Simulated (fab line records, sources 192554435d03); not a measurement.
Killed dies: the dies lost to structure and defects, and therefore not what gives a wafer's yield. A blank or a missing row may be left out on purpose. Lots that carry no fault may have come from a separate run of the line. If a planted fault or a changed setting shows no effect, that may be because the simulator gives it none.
Shared-tool check -- flow n5-finfet -- Lots sampled 10, wafers sampled 27

## WHAT PROMPTED THE OPENING
2 of 10 lots carry a flag on the reading M0_CUT1_OVL at N5_BEOL_M0_SAQP_OVL_MEAS_41. No-fault wafers: -0.2 nm, standard deviation 0.73.
Rule: flag the lot when none of its wafers has a number, or when each of its wafers that has one lies beyond 4 standard deviations from that mean. As for the other lots, they are considered sound.

lot,measured,on,"M0_CUT1_OVL (nm), wafer by wafer",flag
L913,day 6 14:43,overlay-02,0.1 0.4 0.5,
L914,day 6 17:28,overlay-01,-0.9 -0.7 -0.4,
L916,day 7 03:55,overlay-01,-0.9 -0.7 -0.8,
L917,day 7 10:04,overlay-02,0.4 -1.8,
L919,day 7 18:20,overlay-01,0.4 0.5 -0.6,
L920,day 8 00:58,overlay-01,0.0 -0.2 0.3,
L921,day 8 10:29,overlay-01,-0.7 0.3,
L928,day 10 06:12,overlay-01,7.7 7.2 7.5,FLAGGED
L930,day 10 14:51,overlay-02,7.6 8.4 8.3,FLAGGED
L932,day 11 03:21,overlay-02,0.7 1.0,
The mean of the flagged lots' numbers is 7.8 nm, +8.0 nm from the usual (+11 standard deviations).

## WHICH TOOL EACH LOT WENT THROUGH
The record keeps 1 process step preceding the reading, out of 1938 steps on the route. Cell contents, in order: the tool; ch with the chambers the sampled wafers went through; the start.
lot,flag,N5_BEOL_M0_SAQP_EXPOSE_37
L913,,"euv-scanner-01 ch 0, day 6 14:34"
L914,,"euv-scanner-01 ch 0, day 6 17:17"
L916,,"euv-scanner-02 ch 0, day 7 03:45"
L917,,"euv-scanner-02 ch 0, day 7 09:55"
L919,,"euv-scanner-01 ch 0, day 7 18:11"
L920,,"euv-scanner-01 ch 0, day 8 00:49"
L921,,"euv-scanner-01 ch 0, day 8 10:19"
L928,FLAGGED,"euv-scanner-01 ch 0, day 10 06:02"
L930,FLAGGED,"euv-scanner-01 ch 0, day 10 14:41"
L932,,"euv-scanner-02 ch 0, day 11 03:11"
What is done by these steps:
- N5_BEOL_M0_SAQP_EXPOSE_37: exposes mask M0 CUT1, target cd 30 nm.
- N5_BEOL_M0_SAQP_OVL_MEAS_41

## FLAGGED OVER TOTAL, TOOL BY TOOL (the gauges that took the reading come last)
step,tool,lots run,flagged,share of the flagged lots,sound lots run after its first flagged lot
N5_BEOL_M0_SAQP_EXPOSE_37,euv-scanner-01,7,2,all,0
N5_BEOL_M0_SAQP_EXPOSE_37,euv-scanner-02,3,0,none,-
N5_BEOL_M0_SAQP_OVL_MEAS_41,overlay-01,6,1,some,0
N5_BEOL_M0_SAQP_OVL_MEAS_41,overlay-02,4,1,some,1 (L932)

## WHAT IS ALLOWED BY THE TABLE
Rows of the table that ran each flagged lot: 1, that is euv-scanner-01 at N5_BEOL_M0_SAQP_EXPOSE_37.
- euv-scanner-01 at N5_BEOL_M0_SAQP_EXPOSE_37: 2 of its 7 lots flagged. A fault beginning between L921 (day 8 10:19), its last sound lot, and L928 (day 10 06:02), its first flagged one, fits the data.
Left over: one tool, euv-scanner-01 at N5_BEOL_M0_SAQP_EXPOSE_37.

## WHAT WAS PUT IN BY THE SIMULATOR
Scanner matching overlay: euv-scanner-01, from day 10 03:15 on, at N5_BEOL_M0_SAQP_EXPOSE_37. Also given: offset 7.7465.
Struck lots among those shown: L928, L930. This agrees with what the rule above found.
